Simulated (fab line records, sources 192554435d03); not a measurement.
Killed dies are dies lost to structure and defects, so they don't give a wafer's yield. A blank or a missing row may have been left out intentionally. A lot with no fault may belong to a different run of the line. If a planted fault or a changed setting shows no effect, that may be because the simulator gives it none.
fab line records | flow n5Finfet
[record] lots = 24 wafers = 72 lastDay = 18
route steps=1938 shown BEOL_M5@1136 BEOL_M6@1195
lots untouched by any fault: they come from a run of this same line in which no faults occurred
startH: hours from the record's first day to the start of the lot's first wafer shown | waitH: hours elapsed since this lot's preceding step | " unchanged from the row above | L1.1+2: a row that stands for several wafers | - no value, or no start given | * or withheld: withheld | < > ~ a bound
route shown NAME@n: a module of which the file shows steps, and the number in the route of the first | usual: mean and standard deviation over wafers with no fault | same: alike in all rows | chamber/n: place in a boat | sites: each site's reading | _std_site: standard deviation across them | _edge_site: inner sites' mean taken away from outer sites' mean | radiusMm: for every site, how far away it sits from the centre of the wafer | mask NAME#n: copy n | behind: the last tool/chamber to shape the wafer | hold: why the lot was held/for how many hours/how that ended | device: transistor that didn't switch, given as n, p or np | end of line: the route-end tests of the same wafers | a step with no rows: only its recipe | killed: not the wafer's yield, but the dies lost to structure and defects at the first sort | map: dies across one wafer; x = killed, . = not, _ = none there
set.NAME: the run value of the setting; set.NAME@STEP: its run value at that earlier step | model.NAME: the simulator's own value behind a step, which no gauge read
one table for each step of the route and one row for each wafer, over a sample of lots
services: from which hour (startH, from the record's first day; less than 0 if before it) a tool's chamber was out of use, for how many hours, and why
[[steps]]
[step N5_BEOL_M5_HM_OPEN_17]
[recipe] chemistry = Cl2/BCl3 targetDepthA = 200 overetchA = 60 target = TiN maskMaterial = SOC ionEnergyEv = 150 pressureMtorr = 10 icpW = 1000 biasW = 126 Cl2_flow_sccm = 53.25 bcl3FlowSccm = 21.75 Ar_flow_sccm = 25
[usual] drypumpMotorCurrentA = 5.9/0.44 oesProductAu = 0.64/0.11 throttleValvePct = 22.14/0.24
// columns lot.wafer tool chamber startH waitH drypumpMotorCurrentA oesProductAu rfHoursCounterH throttleValvePct
L074.3 rieMetal-01 0 165.30 0.1 5.6 0.52 - 22.30
L074.4 " 1 " " 5.4 0.59 - 22.00
L074.5 " 0 " " 5.5 0.52 - 22.28
L075.2 rieMetal-03 1 173.48 0.0 5.5 0.66 51 22.66
L075.5 " 0 " " 5.5 0.56 - 22.30
L075.6 " 1 " " 5.5 0.66 - 22.65
L076.1 rieMetal-02 1 190.99 0.1 6.4 0.55 109 21.91
L076.4 " 1 " " 6.4 0.54 - 21.92
L076.6 " 1 " " 6.4 0.54 - 21.89
L077.3 rieMetal-02 1 207.05 0.1 6.4 0.53 - 21.93
L077.5 " 1 " " 6.4 0.54 - 21.92
L077.6 " 0 " " 6.4 0.75 - 22.23
L080.3 rieMetal-01 1 207.31 0.1 5.4 0.59 - 22.01
L080.4 " 0 " " 5.6 0.53 - 22.27
L080.5 " 0 " " 5.6 0.52 - 22.28
L079.3 rieMetal-03 0 210.19 0.1 5.5 0.55 - 22.30
L079.4 " 1 " " 5.5 0.65 - 22.68
L079.6 " 0 " " 5.5 0.55 - 22.30
L078.1 rieMetal-03 1 211.13 0.0 5.5 0.66 56 22.66
L078.2 " 0 " " 5.5 0.55 109 22.31
L078.5 " 0 " " 5.6 0.56 - 22.31
L082.2 rieMetal-01 1 214.29 0.0 5.4 0.60 76 21.97
L082.3 " 0 " " 5.5 0.53 - 22.27
L082.6 " 1 " " 5.4 0.61 - 21.98
L083.2 rieMetal-02 1 216.25 0.0 6.4 0.54 112 21.93
L083.5 " 0 " " 6.3 0.76 - 22.21
L083.6 " 1 " " 6.4 0.54 - 21.92
L081.1 rieMetal-02 1 226.92 0.0 6.4 0.54 112 21.91
L081.5 " 0 " " 6.3 0.76 - 22.21
L081.6 " 1 " " 6.4 0.53 - 21.92
L084.1 rieMetal-02 1 242.82 0.0 6.4 0.53 114 21.93
L084.3 " 1 " " 6.4 0.54 - 21.94
L084.4 " 0 " " 6.3 0.73 - 22.23
L085.1 rieMetal-01 1 245.06 0.0 5.4 0.58 79 22.03
L085.4 " 0 " " 5.5 0.86 - 21.89
L085.6 " 0 " " 5.5 0.85 - 21.89
L086.1 rieMetal-02 1 253.91 0.0 6.4 0.53 115 21.92
L086.3 " 1 " " 6.4 0.53 - 21.93
L086.5 " 1 " " 6.4 0.53 - 21.93
L087.1 rieMetal-02 1 262.07 0.0 6.4 0.54 116 21.92
L087.4 " 1 " " 6.4 0.53 - 21.93
L087.5 " 1 " " 6.4 0.53 - 21.93
L088.1 rieMetal-03 1 263.97 0.0 5.5 0.64 59 22.69
L088.3 " 1 " " 5.5 0.64 - 22.68
L088.4 " 0 " " 5.6 0.54 - 22.32
L089.1 rieMetal-01 0 281.26 0.0 5.5 0.79 5 21.90
L089.4 " 0 " " 5.6 0.80 - 21.91
L089.5 " 1 " " 5.4 0.57 - 22.04
L091.2 rieMetal-02 0 281.50 0.0 6.4 0.72 18 22.25
L091.3 " 0 " " 6.4 0.72 - 22.25
L091.6 " 0 " " 6.4 0.72 - 22.24
L090.1 rieMetal-02 0 282.21 0.0 6.3 0.72 18 22.23
L090.2 " 1 " " 6.4 0.52 118 21.96
L090.5 " 0 " " 6.3 0.72 - 22.24
L092.2 rieMetal-02 0 283.92 0.0 6.3 0.72 18 22.25
L092.3 " 1 " " 6.4 0.53 - 21.96
L092.4 " 0 " " 6.3 0.72 - 22.24
L093.1 rieMetal-01 0 290.60 0.0 5.6 0.80 6 21.90
L093.3 " 1 " " 5.4 0.58 - 22.01
L093.6 " 1 " " 5.4 0.57 - 22.05
L094.2 rieMetal-03 0 301.37 0.0 5.6 0.55 114 22.32
L094.3 " 0 " " 5.5 0.54 - 22.34
L094.5 " 1 " " 5.5 0.64 - 22.68
L095.1 rieMetal-02 1 309.88 0.0 6.4 0.87 0 21.69
L095.3 " 0 " " 6.3 0.72 - 22.24
L095.4 " 1 " " 6.4 0.87 - 21.70
L096.1 rieMetal-01 0 318.23 0.0 5.5 0.79 9 21.91
L096.3 " 0 " " 5.5 0.77 - 21.91
L096.5 " 0 " " 5.5 0.78 - 21.92
L097.1 rieMetal-02 0 318.49 0.0 6.4 0.71 23 22.24
L097.3 " 1 " " 6.4 0.82 - 21.71
L097.5 " 1 " " 6.4 0.83 - 21.70
[step N5_BEOL_M5_ANNEAL_49]
[recipe] tempC = 400 timeS = 1800 ambient = vacuum
[usual] heaterPowerW = 820/58
// columns lot.wafer tool chamber startH waitH heaterPowerW
L074.3 pvdSputter-02 - 169.47 0.0 842
L074.4 " - " " 858
L074.5 " - " " 864
L075.2 pvdSputter-02 - 177.30 0.0 760
L075.5 " - " " 856
L075.6 " - " " 833
L076.1 pvdSputter-01 - 193.94 0.0 731
L076.4 " - " " 862
L076.6 " - " " 732
L080.3 pvdSputter-01 - 211.01 0.0 706
L080.4 " - " " 840
L080.5 " - " " 700
L077.3 pvdSputter-03 - 212.48 0.0 896
L077.5 " - " " 767
L077.6 " - " " 828
L078.1 pvdSputter-01 - 215.85 0.0 843
L078.2 " - " " 706
L078.5 " - " " 703
L079.3 pvdSputter-02 - 217.03 0.0 852
L079.4 " - " " 840
L079.6 " - " " 765
L082.2 pvdSputter-01 - 220.52 0.0 907
L082.3 " - " " 822
L082.6 " - " " 840
L083.2 pvdSputter-03 - 222.53 0.0 866
L083.5 " - " " 820
L083.6 " - " " 778
L081.1 pvdSputter-03 - 230.51 0.0 900
L081.5 " - " " 853
L081.6 " - " " 802
L084.1 pvdSputter-03 - 245.50 0.0 787
L084.3 " - " " 905
L084.4 " - " " 892
L085.1 pvdSputter-02 - 249.61 0.0 846
L085.4 " - " " 863
L085.6 " - " " 759
L086.1 pvdSputter-02 - 258.17 0.0 888
L086.3 " - " " 775
L086.5 " - " " 747
L088.1 pvdSputter-01 - 266.77 0.0 750
L088.3 " - " " 704
L088.4 " - " " 904
L087.1 pvdSputter-03 - 269.08 0.0 805
L087.4 " - " " 807
L087.5 " - " " 884
L089.1 pvdSputter-03 - 284.86 0.0 771
L089.4 " - " " 905
L089.5 " - " " 770
L091.2 pvdSputter-02 - 285.85 0.0 819
L091.3 " - " " 763
L091.6 " - " " 877
L090.1 pvdSputter-01 - 287.89 0.0 908
L090.2 " - " " 722
L090.5 " - " " 716
L092.2 pvdSputter-03 - 290.23 0.0 887
L092.3 " - " " 886
L092.4 " - " " 789
L093.1 pvdSputter-02 - 294.18 0.0 845
L093.3 " - " " 870
L093.6 " - " " 851
L094.2 pvdSputter-02 - 305.57 0.0 757
L094.3 " - " " 846
L094.5 " - " " 865
L095.1 pvdSputter-02 - 314.72 0.0 822
L095.3 " - " " 860
L095.4 " - " " 757
L096.1 pvdSputter-03 - 322.70 0.0 792
L096.3 " - " " 888
L096.5 " - " " 799
L097.1 pvdSputter-02 - 322.74 0.0 872
L097.3 " - " " 746
L097.5 " - " " 756
[step N5_BEOL_M5_THK_MEAS_53]
[recipe] thkMeasGauge = xrf reads = Cu_of_BEOL_M5_ECD_50
[usual] M5_THK = 61.2/1.8
// columns lot.wafer tool chamber startH waitH M5_THK[nm]
L074.3 filmMetro-01 - 174.53 - 58.7
L074.4 " - " " 58.1
L074.5 " - " " 56.7
L075.2 filmMetro-02 - 182.36 - 59.4
L075.5 " - " " 58.1
L075.6 " - " " 61.3
L076.1 filmMetro-01 - 199.16 - 60.2
L076.4 " - " " 60.9
L076.6 " - " " 59.2
L080.3 filmMetro-02 - 216.24 - 63.2
L080.4 " - " " 64.9
L080.5 " - " " 62.9
L077.3 filmMetro-02 - 217.54 - 58.9
L077.5 " - " " 58.7
L077.6 " - " " 59.0
L078.1 filmMetro-01 - 220.91 - 61.3
L078.2 " - " " 61.8
L078.5 " - " " 60.5
L079.3 filmMetro-02 - 222.09 - 60.8
L079.4 " - " " 62.3
L079.6 " - " " 62.0
L082.2 filmMetro-01 - 225.58 - 59.7
L082.3 " - " " 61.2
L082.6 " - " " 62.0
L083.2 filmMetro-02 - 228.57 - 60.7
L083.5 " - " " 63.4
L083.6 " - " " 61.8
L081.1 filmMetro-01 - 235.57 - 61.4
L081.5 " - " " 63.2
L081.6 " - " " 61.6
L084.1 filmMetro-01 - 250.76 - 62.1
L084.3 " - " " 60.2
L084.4 " - " " 60.8
L085.1 filmMetro-01 - 254.95 - 61.8
L085.4 " - " " 64.6
L085.6 " - " " 62.1
L086.1 filmMetro-02 - 263.23 - 62.6
L086.3 " - " " 63.1
L086.5 " - " " 60.5
L088.1 filmMetro-02 - 271.83 - 60.7
L088.3 " - " " 61.1
L088.4 " - " " 63.7
L087.1 filmMetro-02 - 274.69 - 61.1
L087.4 " - " " 63.8
L087.5 " - " " 65.6
L089.1 filmMetro-02 - 289.93 - 61.9
L089.4 " - " " 60.9
L089.5 " - " " 64.3
L091.2 filmMetro-01 - 290.91 - 61.8
L091.3 " - " " 59.3
L091.6 " - " " 59.7
L090.1 filmMetro-02 - 292.95 - 62.2
L090.2 " - " " 61.2
L090.5 " - " " 62.7
L092.2 filmMetro-01 - 295.29 - 63.1
L092.3 " - " " 61.7
L092.4 " - " " 59.9
L093.1 filmMetro-01 - 301.36 - 65.6
L093.3 " - " " 61.5
L093.6 " - " " 63.8
L094.2 filmMetro-01 - 310.89 - 61.5
L094.3 " - " " 58.9
L094.5 " - " " 62.5
L095.1 filmMetro-02 - 319.78 - 61.5
L095.3 " - " " 64.1
L095.4 " - " " 62.9
L096.1 filmMetro-02 - 327.76 - 61.0
L096.3 " - " " 58.9
L096.5 " - " " 61.4
L097.1 filmMetro-01 - 327.80 - 60.4
L097.3 " - " " 61.8
L097.5 " - " " 59.5
[step N5_BEOL_M6_CURE_74]
[recipe] tempC = 385 timeS = 240 ambient = He/Ar material = SiCOH_lowk
[usual] lampPowerPct = 52.32/0.05 wafer_temp_C_max = 386.9/0.71
// columns lot.wafer tool chamber startH waitH lampPowerPct wafer_temp_C_max
L074.3 uvCure-01 1 175.11 0.2 52.29 387.9
L074.4 " 1 " " 52.33 387.3
L074.5 " 1 " " 52.32 388.1
L075.2 uvCure-01 1 182.85 0.1 52.26 388.2
L075.5 " 1 " " 52.29 387.9
L075.6 " 1 " " 52.28 387.5
L076.1 uvCure-02 1 199.57 0.0 52.27 387.9
L076.4 " 1 " " 52.35 387.2
L076.6 " 1 " " 52.40 387.5
L080.3 uvCure-01 0 216.79 0.2 52.36 387.6
L080.4 " 0 " " 52.37 386.9
L080.5 " 0 " " 52.39 387.5
L077.3 uvCure-02 0 218.41 0.5 52.37 386.3
L077.5 " 0 " " 52.32 386.2
L077.6 " 0 " " 52.35 386.5
L078.1 uvCure-01 2 221.32 0.1 52.26 386.3
L078.2 " 2 " " 52.38 386.1
L078.5 " 2 " " 52.33 386.0
L079.3 uvCure-02 0 222.64 0.2 52.36 386.3
L079.4 " 0 " " 52.40 386.8
L079.6 " 0 " " 52.35 386.5
L082.2 uvCure-03 1 226.07 0.1 52.30 386.4
L082.3 " 1 " " 52.33 386.4
L082.6 " 1 " " 52.29 387.7
L083.2 uvCure-02 1 229.04 0.1 52.32 388.1
L083.5 " 1 " " 52.22 388.1
L083.6 " 1 " " 52.26 388.0
L081.1 uvCure-03 0 235.96 0.0 52.27 386.2
L081.5 " 0 " " 52.31 386.6
L081.6 " 0 " " 52.28 386.3
L084.1 uvCure-01 2 251.17 0.0 52.31 386.6
L084.3 " 2 " " 52.31 385.7
L084.4 " 2 " " 52.33 385.9
L085.1 uvCure-03 2 255.45 0.0 52.43 386.4
L085.4 " 2 " " 52.38 386.9
L085.6 " 2 " " 52.36 386.0
L086.1 uvCure-01 0 263.63 0.0 52.34 387.7
L086.3 " 0 " " 52.36 387.6
L086.5 " 0 " " 52.36 387.7
L088.1 uvCure-03 0 272.22 0.0 52.28 387.7
L088.3 " 0 " " 52.32 386.9
L088.4 " 0 " " 52.37 386.8
L087.1 uvCure-01 0 275.08 0.0 52.33 387.6
L087.4 " 0 " " 52.25 387.9
L087.5 " 0 " " 52.24 387.7
L089.1 uvCure-03 2 290.43 0.2 52.31 386.4
L089.4 " 2 " " 52.29 386.1
L089.5 " 2 " " 52.38 386.4
L091.2 uvCure-02 1 291.38 0.1 52.39 387.9
L091.3 " 1 " " 52.38 388.2
L091.6 " 1 " " 52.34 387.2
L090.1 uvCure-03 0 293.34 0.0 52.26 386.6
L090.2 " 0 " " 52.31 386.1
L090.5 " 0 " " 52.27 386.3
L092.2 uvCure-02 2 295.78 0.1 52.35 387.3
L092.3 " 2 " " 52.36 386.7
L092.4 " 2 " " 52.34 387.1
L093.1 uvCure-02 1 301.75 0.0 52.31 387.3
L093.3 " 1 " " 52.21 386.7
L093.6 " 1 " " 52.31 387.3
L094.2 uvCure-03 2 311.67 0.1 52.32 386.0
L094.3 " 2 " " 52.31 386.3
L094.5 " 2 " " 52.29 386.4
L095.1 uvCure-02 2 320.18 0.0 52.38 387.0
L095.3 " 2 " " 52.28 386.9
L095.4 " 2 " " 52.31 387.3
L096.1 uvCure-01 2 328.19 0.1 52.27 385.8
L096.3 " 2 " " 52.30 385.7
L096.5 " 2 " " 52.30 386.5
L097.1 uvCure-02 0 328.32 0.0 52.23 386.7
L097.3 " 0 " " 52.31 386.9
L097.5 " 0 " " 52.39 386.5
[step N5_BEOL_M6_STRIP_19]
[recipe] chemistry = O2 powerW = 400 tempC = 40 pressureMtorr = 30 rfFrequencyHz = 6e+07 biasPowerW = 0 overashFraction = 0.2 o2FlowSccm = 225
[usual] drypumpMotorCurrentA = 5.9/0.5 oesProductAu = 0.83/0.094 rfVppV = 3.7/0.65 showerheadPlenumPTorr = 2.13/0.075 throttleValvePct = 16.57/0.15
[same] biasPowerW = 0
// columns lot.wafer tool chamber startH waitH drypumpMotorCurrentA oesProductAu rfHoursCounterH rfVppV showerheadPlenumPTorr throttleValvePct
L074.3 rieDiel-02 2 178.43 0.1 5.2 0.70 229 3.6 2.17 17.07
L074.4 " 0 " " 5.3 0.73 201 3.8 2.01 16.66
L074.5 " 0 " " 5.3 0.73 - 3.8 2.01 16.65
L075.2 rieDiel-03 0 185.84 0.1 5.6 0.72 196 3.0 2.07 16.52
L075.5 " 3 " " 5.7 0.97 - 3.8 2.24 16.48
L075.6 " 0 " " 5.6 0.74 - 3.4 2.07 16.51
L076.1 rieDiel-02 1 201.80 0.1 6.2 0.71 222 3.2 2.15 16.58
L076.4 " 0 " " 5.3 0.71 210 5.1 2.01 16.65
L076.6 " 1 " " 6.2 0.70 - 3.4 2.15 16.63
L080.3 rieDiel-04 3 221.75 0.1 6.4 0.85 54 4.2 2.13 16.70
L080.4 " 2 " " 5.6 0.69 246 4.4 1.97 16.87
L080.5 " 3 " " 6.3 0.86 - 4.5 2.13 16.70
L077.3 rieDiel-04 3 222.52 0.1 6.4 0.88 54 3.7 2.13 16.70
L077.5 " 0 " " 6.7 0.91 - 3.4 2.24 16.63
L077.6 " 3 " " 6.4 0.86 - 4.3 2.13 16.70
L078.1 rieDiel-03 2 223.43 0.1 5.4 0.78 117 2.8 2.10 16.48
L078.2 " 3 " " 5.7 0.95 12 5.1 2.24 16.50
L078.5 " 2 " " 5.4 0.78 - 3.7 2.10 16.47
L079.3 rieDiel-03 2 226.90 0.1 5.4 0.77 118 4.4 2.10 16.47
L079.4 " 3 " " 5.7 0.92 13 3.9 2.23 16.51
L079.6 " 2 " " 5.4 0.77 - 3.3 2.10 16.50
L082.2 rieDiel-03 1 227.85 0.1 5.3 0.82 90 3.9 2.12 16.46
L082.3 " 0 " " 5.6 0.71 209 3.4 2.06 16.54
L082.6 " 3 " " 5.7 0.93 - 3.4 2.24 16.51
L083.2 rieDiel-03 1 230.89 0.1 5.3 0.82 91 3.9 2.12 16.46
L083.5 " 3 " " 5.7 0.93 - 3.2 2.24 16.50
L083.6 " 2 " " 5.4 0.78 - 4.0 2.10 16.46
L081.1 rieDiel-04 0 237.78 0.1 6.7 0.90 20 3.8 2.24 16.63
L081.5 " 3 " " 6.4 0.86 - 5.0 2.13 16.70
L081.6 " 0 " " 6.7 0.91 - 4.0 2.24 16.66
L084.1 rieDiel-02 3 253.53 0.1 5.6 0.71 200 3.2 2.08 16.69
L084.3 " 0 " " 5.3 0.70 229 3.3 2.00 16.72
L084.4 " 3 " " 5.6 0.72 - 3.2 2.08 16.70
L085.1 rieDiel-04 1 257.89 0.1 6.3 0.92 21 3.7 2.06 16.35
L085.4 " 3 " " 6.4 0.85 68 3.9 2.13 16.73
L085.6 " 0 " " 6.7 0.88 - 4.4 2.23 16.69
L086.1 rieDiel-03 3 266.56 0.1 5.7 0.89 28 5.8 2.23 16.54
L086.3 " 0 " " 5.6 0.72 220 3.1 2.06 16.55
L086.5 " 3 " " 5.7 0.90 - 3.5 2.23 16.56
L088.1 rieDiel-02 0 274.33 0.1 5.3 0.69 239 3.1 2.00 16.74
L088.3 " 2 " " 5.2 1.03 0 3.4 2.16 16.67
L088.4 " 2 " " 5.2 1.01 - 2.4 2.16 16.67
L087.1 rieDiel-04 0 277.62 0.1 6.7 0.88 36 4.1 2.23 16.68
L087.4 " 3 " " 6.4 0.83 75 5.5 2.13 16.74
L087.5 " 0 " " 6.7 0.88 - 3.3 2.23 16.69
L089.1 rieDiel-04 2 292.68 0.1 5.6 0.93 14 3.2 2.22 16.41
L089.4 " 0 " " 6.7 0.86 41 2.5 2.23 16.69
L089.5 " 1 " " 6.3 0.89 - 3.2 2.06 16.41
L091.2 rieDiel-03 1 294.17 0.4 5.3 0.80 112 2.9 2.11 16.51
L091.3 " 0 " " 5.6 0.70 228 2.7 2.06 16.56
L091.6 " 1 " " 5.3 0.79 - 4.0 2.11 16.51
L090.1 rieDiel-04 3 295.60 0.2 6.5 0.83 81 4.3 2.12 16.76
L090.2 " 0 " " 6.7 0.86 42 3.7 2.23 16.70
L090.5 " 0 " " 6.7 0.87 - 3.3 2.23 16.69
L092.2 rieDiel-02 1 299.84 0.3 6.2 0.97 4 4.6 2.14 16.20
L092.3 " 2 " " 5.2 0.97 12 2.9 2.16 16.71
L092.4 " 3 " " 5.6 0.70 222 2.6 2.07 16.75
L093.1 rieDiel-03 1 303.93 0.1 5.3 0.80 115 3.2 2.11 16.53
L093.3 " 2 " " 5.4 0.75 144 2.9 2.09 16.54
L093.6 " 3 " " 5.7 0.88 - 4.3 2.23 16.56
L094.2 rieDiel-04 0 314.92 0.2 6.7 0.84 49 3.8 2.23 16.70
L094.3 " 3 " " 6.4 0.83 87 3.3 2.12 16.76
L094.5 " 1 " " 6.3 0.89 - 3.0 2.05 16.39
L095.1 rieDiel-04 1 323.07 0.1 6.3 0.88 44 4.6 2.05 16.39
L095.3 " 0 " " 6.7 0.85 52 3.8 2.23 16.74
L095.4 " 3 " " 6.5 0.83 91 4.3 2.12 16.77
L096.1 rieDiel-02 1 330.84 0.1 6.3 0.91 18 4.5 2.13 16.23
L096.3 " 3 " " 5.6 0.69 235 3.6 2.07 16.79
L096.5 " 1 " " 6.3 0.91 - 3.7 2.13 16.21
L097.1 rieDiel-03 2 331.15 0.1 5.4 0.75 151 3.4 2.09 16.56
L097.3 " 3 " " 5.7 0.86 49 3.6 2.22 16.59
L097.5 " 1 " " 5.3 0.78 - 3.5 2.11 16.54
[step N5_BEOL_M6_OVL_MEAS_29]
[recipe] pointsPerWafer = 522
[usual] V5_OVL = 0.1/0.71
// columns lot.wafer tool chamber startH waitH V5_OVL[nm]
L074.3 overlay-02 0 180.77 0.0 0.1
L074.4 " 0 " " -0.6
L074.5 " 0 " " -0.2
L075.2 overlay-01 0 188.13 0.0 -1.0
L075.5 " 0 " " 0.7
L075.6 " 0 " " -0.2
L076.1 overlay-01 0 203.78 0.0 0.2
L076.4 " 0 " " 0.1
L076.6 " 0 " " 0.3
L080.3 overlay-01 0 225.14 0.0 1.6
L080.4 " 0 " " 0.5
L080.5 " 0 " " -0.7
L077.3 overlay-02 0 225.29 0.0 -0.4
L077.5 " 0 " " 0.6
L077.6 " 0 " " 0.0
L078.1 overlay-02 0 225.51 0.0 0.1
L078.2 " 0 " " -0.3
L078.5 " 0 " " 0.3
L079.3 overlay-01 0 228.63 0.0 -0.6
L079.4 " 0 " " 0.1
L079.6 " 0 " " 0.0
L082.2 overlay-01 0 228.79 0.0 0.7
L082.3 " 0 " " 0.5
L082.6 " 0 " " 0.3
L083.2 overlay-01 0 234.28 0.0 1.8
L083.5 " 0 " " 1.2
L083.6 " 0 " " 0.9
L081.1 overlay-01 0 239.65 0.0 0.1
L081.5 " 0 " " 0.4
L081.6 " 0 " " 1.0
L084.1 overlay-02 0 254.01 0.0 -0.9
L084.3 " 0 " " -1.0
L084.4 " 0 " " -1.0
L085.1 overlay-01 0 260.41 0.0 0.3
L085.4 " 0 " " 0.6
L085.6 " 0 " " 0.7
L086.1 overlay-01 0 270.10 0.0 1.0
L086.3 " 0 " " 0.9
L086.5 " 0 " " 0.0
L088.1 overlay-01 0 275.56 0.0 0.1
L088.3 " 0 " " 0.4
L088.4 " 0 " " -0.1
L087.1 overlay-02 0 279.31 0.0 -0.7
L087.4 " 0 " " 0.0
L087.5 " 0 " " -0.1
L089.1 overlay-02 0 293.71 0.0 0.0
L089.4 " 0 " " 1.0
L089.5 " 0 " " 0.8
L090.1 overlay-01 0 297.99 0.0 1.2
L090.2 " 0 " " 0.3
L090.5 " 0 " " 0.0
L091.2 overlay-02 0 298.04 0.0 -0.1
L091.3 " 0 " " 0.1
L091.6 " 0 " " -1.5
L092.2 overlay-01 0 300.40 0.0 -1.6
L092.3 " 0 " " 0.0
L092.4 " 0 " " -1.4
L093.1 overlay-01 0 304.94 0.0 0.5
L093.3 " 0 " " -0.3
L093.6 " 0 " " 1.5
L094.2 overlay-01 0 317.83 0.0 0.6
L094.3 " 0 " " -0.3
L094.5 " 0 " " -0.7
L095.1 overlay-01 0 323.57 0.0 0.6
L095.3 " 0 " " 1.0
L095.4 " 0 " " 0.5
L096.1 overlay-02 0 331.38 0.0 0.0
L096.3 " 0 " " 0.2
L096.5 " 0 " " -1.1
L097.1 overlay-01 0 332.37 0.0 0.0
L097.3 " 0 " " -0.9
L097.5 " 0 " " 0.1
[[services]]
// columns tool chamber startH hours kind
rieDiel-02 - 145.40 4.3 pm
rieDiel-03 3 158.12 - clean
rieDiel-03 3 158.12 - consumableReplace:focusRing
rieDiel-03 3 158.12 - consumableReplace:showerhead
rieDiel-03 3 158.12 16.4 scheduledDown
rieDiel-02 - 163.03 3.2 repair
rieMetal-01 - 171.73 28.1 pm
rieDiel-03 3 189.80 9.6 repair
uvCure-02 - 196.64 0.5 repair
uvCure-03 - 202.40 16.7 repair
rieDiel-03 - 219.02 2.8 pm
pvdSputter-01 - 231.67 2.2 repair
pvdSputter-01 - 236.50 2.7 repair
rieMetal-03 - 242.81 14.6 pm
rieMetal-03 - 258.06 1.4 pm
rieDiel-03 0 259.75 6.6 repair
rieDiel-02 0 261.10 2.4 repair
uvCure-02 - 276.46 0.4 repair
rieMetal-02 1 285.18 - clean
rieMetal-02 1 285.18 24.6 scheduledDown
rieMetal-02 1 285.18 24.6 ventCycle
uvCure-03 - 294.22 0.6 repair
rieDiel-03 0 310.73 1.4 repair
rieDiel-03 2 316.71 5.3 repair
[[key]]
fault none
